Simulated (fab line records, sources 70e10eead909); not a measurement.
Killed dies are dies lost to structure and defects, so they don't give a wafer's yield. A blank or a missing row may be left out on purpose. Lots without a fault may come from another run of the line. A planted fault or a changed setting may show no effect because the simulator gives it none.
Chamber matching | flow nand_harc | NHARC_A_CONTACT_DEP_29 on pecvd-04: 3 sister chambers
The step deposits SiON, target thk 70 nm. 6 wafers are shown with their chamber, then 11 later ones without.

WAFERS WITH THEIR CHAMBER
wafer  | chamber | showerhead_vpp_V (V) | heater_power_w (W)
L082.2 | 0       | 1286                 | 761
L084.2 | 2       | 1165                 | 693
L086.6 | 2       | 1183                 | 684
L087.3 | 0       | 1285                 | 686
L087.4 | 1       | 1134                 | 629
L090.4 | 1       | 1148                 | 667

WAFERS WITHOUT THEIR CHAMBER
wafer  | showerhead_vpp_V (V) | heater_power_w (W)
L090.5 | 1171                 | 645
L090.6 | 1283                 | 770
L093.1 | 1177                 | 662
L093.3 | 1283                 | 772
L093.4 | 1307                 | 792
L094.4 | 1140                 | 665
L094.5 | 1197                 | 627
L094.6 | 1283                 | 695
L097.1 | 1113                 | 553
L097.2 | 1274                 | 739
L097.4 | 1175                 | 714

WHICH CHAMBER EACH WENT THROUGH
wafer  | from the rows above     | in truth
L090.5 | can't be placed: 2 or 1 | 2
L090.6 | 0                       | 0
L093.1 | 2                       | 2
L093.3 | 0                       | 0
L093.4 | 0                       | 0
L094.4 | 1                       | 1
L094.5 | 2                       | 2
L094.6 | 0                       | 0
L097.1 | 1                       | 1
L097.2 | 0                       | 0
L097.4 | 2                       | 2
Placed correctly: 10 of 11. Can't be placed from these rows: 1 (the true chamber is among the candidates in 1). Placed wrongly: 0.
How it was worked out, from the rows above alone: a wafer's distance from a chamber is the root of the sum, over the readings, of the square of ((its reading less the chamber's mean) divided by the reading's scatter). The wafer belongs to the nearest chamber; if the next one is less than 2 further off, it can't be placed. A chamber's mean is the mean of its shown wafers. The scatter: the root of (the sum of the squares of (reading less its chamber's mean) over the shown wafers, divided by (wafers less chambers)).
